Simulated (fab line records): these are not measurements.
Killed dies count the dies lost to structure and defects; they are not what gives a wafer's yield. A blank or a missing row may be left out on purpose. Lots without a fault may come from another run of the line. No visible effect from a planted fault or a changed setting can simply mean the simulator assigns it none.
Which of the tools did it? :: flow n5Finfet :: Sampling: 9 lots, 27 wafers, 3 of 1938 route steps

WHAT THE GAUGES SHOWED, per wafer
N5_WELL_APT_OVL_MEAS_26.
lot: L836
measured: day 1 14:58
on: overlay-01
PWELL_OVL (nm): -10 -10 -10

lot: L839
measured: day 2 08:50
on: overlay-01
PWELL_OVL (nm): -5 6 -8

lot: L844
measured: day 3 14:59
on: overlay-01
PWELL_OVL (nm): 1 -2 9

lot: L846
measured: day 4 02:58
on: overlay-02
PWELL_OVL (nm): 40 42 34

lot: L847
measured: day 4 08:52
on: overlay-02
PWELL_OVL (nm): 32 38 44

lot: L849
measured: day 4 21:07
on: overlay-02
PWELL_OVL (nm): -6 1 3

lot: L852
measured: day 5 15:15
on: overlay-01
PWELL_OVL (nm): 0 -6 -4

lot: L855
measured: day 6 09:06
on: overlay-02
PWELL_OVL (nm): -11 -15 -10

lot: L856
measured: day 6 14:56
on: overlay-01
PWELL_OVL (nm): 9 2 5

TOOL THAT RAN EACH LOT (tool first, then ch and the chambers of the sampled wafers, then the start)
lot: L836
N5_ZERO_LAYER_DESCUM_16: rieDiel-05 ch 1,2, day 1 12:49
N5_WELL_APT_EXPOSE_22: krfScanner-02 ch 0, day 1 14:46

lot: L839
N5_ZERO_LAYER_DESCUM_16: rieDiel-05 ch 0,2,3, day 2 06:41
N5_WELL_APT_EXPOSE_22: krfScanner-02 ch 0, day 2 08:38

lot: L844
N5_ZERO_LAYER_DESCUM_16: rieDiel-02 ch 0,1,2, day 3 12:55
N5_WELL_APT_EXPOSE_22: krfScanner-01 ch 0, day 3 14:47

lot: L846
N5_ZERO_LAYER_DESCUM_16: rieDiel-05 ch 1,2,3, day 4 00:47
N5_WELL_APT_EXPOSE_22: krfScanner-02 ch 0, day 4 02:46

lot: L847
N5_ZERO_LAYER_DESCUM_16: rieDiel-03 ch 0,2, day 4 06:50
N5_WELL_APT_EXPOSE_22: krfScanner-02 ch 0, day 4 08:40

lot: L849
N5_ZERO_LAYER_DESCUM_16: rieDiel-02 ch 2,3, day 4 18:50
N5_WELL_APT_EXPOSE_22: krfScanner-01 ch 0, day 4 20:55

lot: L852
N5_ZERO_LAYER_DESCUM_16: rieDiel-03 ch 2,3, day 5 12:53
N5_WELL_APT_EXPOSE_22: krfScanner-01 ch 0, day 5 15:03

lot: L855
N5_ZERO_LAYER_DESCUM_16: rieDiel-03 ch 0,1, day 6 06:49
N5_WELL_APT_EXPOSE_22: krfScanner-01 ch 0, day 6 08:54

lot: L856
N5_ZERO_LAYER_DESCUM_16: rieDiel-03 ch 0,3, day 6 12:54
N5_WELL_APT_EXPOSE_22: krfScanner-01 ch 0, day 6 14:44
- N5_ZERO_LAYER_DESCUM_16: chemistry O2, time 7.9 s.
- N5_WELL_APT_EXPOSE_22: exposes mask PWELL, defocus 0 nm, target cd 200 nm.

THE ANSWER, worked out from the rows above alone
Rule: usual is defined by the lots themselves. Put in order of their means at a reading, lots are off if they are a third of the lots or fewer, leave a main group of 4 or more, and stand apart from it by a gap of 3 or more times the standard deviation of the main group's means; of several such gaps the widest counts. Not used: any main group whose means are identical at the precision the tables above print for the reading. Also off: a lot with no number at a reading for which 4 or more lots have one. All remaining lots with rows at the step are treated as sound.
Off: L846, L847, at N5_WELL_APT_OVL_MEAS_26 (PWELL_OVL). Main group: mean -3 nm, sd 5.8.
A tool fits if, at a process step before that reading, it ran every lot that is off, and no sound lot after the first of them. The gauges at N5_WELL_APT_OVL_MEAS_26 are tried like those tools. One candidate fits, namely krfScanner-02 at N5_WELL_APT_EXPOSE_22. A fault onset in the window from L839 (day 2 08:38, its last sound lot) to L846 (day 4 02:46, its first lot off) fits.

WHAT WAS PUT IN BY THE SIMULATOR
Scanner matching overlay: krfScanner-02, from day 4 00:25 on, at N5_WELL_APT_EXPOSE_22. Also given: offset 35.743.
Struck lots among those shown: L846, L847. The rule given above showed the same thing.
